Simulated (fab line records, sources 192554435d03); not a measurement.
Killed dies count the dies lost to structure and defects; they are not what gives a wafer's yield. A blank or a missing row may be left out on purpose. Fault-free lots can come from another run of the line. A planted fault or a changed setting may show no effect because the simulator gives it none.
Split-lot study    flow n5Finfet    on a route of 1938 steps: 7 lots, 21 wafers read

THE SPLIT
At N5_DUMMY_GATE_DESCUM_20 (chemistry O2, time 6.2 s), the setting timeS was moved away from the recipe's 6.2 s on 5 of the 21 wafers read, by +11.3% to +17.5%. The other wafers ran this setting at the recipe's value.

Reading taken at the split's own step.

THE READING
CAR-EUV_of_DUMMY_GATE_COAT_09.thkNm (the simulator's own value, which no gauge read), in nm, at N5_DUMMY_GATE_DESCUM_20 (chemistry O2, time 6.2 s). There is no usual value for it anywhere in the file. The 16 wafers here that ran the recipe average 26.5 nm, standard deviation 0.097 nm.

wafer   tool, chamber at the split  timeS as run, s  against the recipe  CAR-EUV_of_DUMMY_GATE_COAT_09.thkNm, nm  against lot-mates on the recipe
L076.2  rieDiel-01, 0               6.903            +11.3%              26.4                                     -0.2
L076.3  rieDiel-01, 1               6.903            +11.3%              26.2                                     -0.4
L076.5  rieDiel-01, 0               6.2              recipe              26.6                                     -
L078.1  rieDiel-03, 3,0             6.2              recipe              26.4                                     -
L078.2  rieDiel-03, 3,0             6.2              recipe              26.4                                     -
L078.6  rieDiel-03, 1               6.2              recipe              26.6                                     -
L082.2  rieDiel-04, 1,0             6.2              recipe              26.4                                     -
L082.4  rieDiel-04, 1,0             6.2              recipe              26.4                                     -
L082.3  rieDiel-04, 3               6.2              recipe              26.6                                     -
L083.1  rieDiel-01, 1               6.2              recipe              26.6                                     -
L083.2  rieDiel-01, 2,3             6.2              recipe              26.4                                     -
L083.5  rieDiel-01, 2,3             6.2              recipe              26.4                                     -
L085.1  rieDiel-04, 0,3,1           6.2              recipe              26.4                                     -
L085.2  rieDiel-04, 0,3,1           6.2              recipe              26.4                                     -
L085.5  rieDiel-04, 0,3,1           6.2              recipe              26.4                                     -
L090.1  rieDiel-01, 2               7.287            +17.5%              26                                       -0.6
L090.5  rieDiel-01, 2               7.287            +17.5%              26                                       -0.6
L090.6  rieDiel-01, 1               6.2              recipe              26.6                                     -
L093.1  rieDiel-03, 3               7.245            +16.9%              25.8                                     -0.7
L093.3  rieDiel-03, 2               6.2              recipe              26.4                                     -
L093.5  rieDiel-03, 1               6.2              recipe              26.6                                     -
The file does not say which wafer passed through which chamber wherever a row lists several chambers: such a row stands for several wafers.

THE FIT
A straight line over all 21 wafers: CAR-EUV_of_DUMMY_GATE_COAT_09.thkNm changes by -0.028 nm for each +1% of timeS; r = -0.86; the points scatter about the line by 0.12 nm.
The same after taking each lot's own level away (the mean of its wafers on the recipe; 21 wafers): -0.0345 nm for each +1%; r = -0.94; scatter 0.089 nm.
On that fit, the largest move of timeS shifts the reading by 0.61 nm.
Across the lots, their own levels run from 26.40 to 26.60 nm, a range of 2.1 times the standard deviation given above.
Thus the slope moves with the lot-to-lot level: the two fits are different.
Check: -0.602 nm against its lot-mates is what the line predicts for one of the wafers moved furthest among these (+17.5%) when that wafer is left out of the fit. Against them it came out at -0.6 nm.

THE OTHER SPLITS THESE WAFERS WENT THROUGH
Other splits were also applied to these wafers ahead of the reading. Each is held against what the fit with the lots' levels taken away leaves over:
other split on the same wafers         wafers away from the commonest value  r with CAR-EUV_of_DUMMY_GATE_COAT_09.thkNm (lot level and that fit taken away)
N5_ZERO_LAYER_EXPOSE_08 doseMj         6                                     +0.00
N5_ZERO_LAYER_DEVELOP_10 developTimeS  5                                     -0.05
N5_FIN_SAQP_PECVD_48 timeS             5                                     -0.13
N5_FIN_SAQP_PECVD_06 timeS             8                                     -0.01
N5_FIN_CUT_CUT_ETCH_26 timeS           5                                     +0.12
N5_DUMMY_GATE_EXPOSE_12 doseMj         9                                     +0.19

THE FILE'S OWN FIT
CAR-EUV_of_DUMMY_GATE_COAT_09.thkNm changes by -0.0357 nm for each +1% of timeS, r = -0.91.
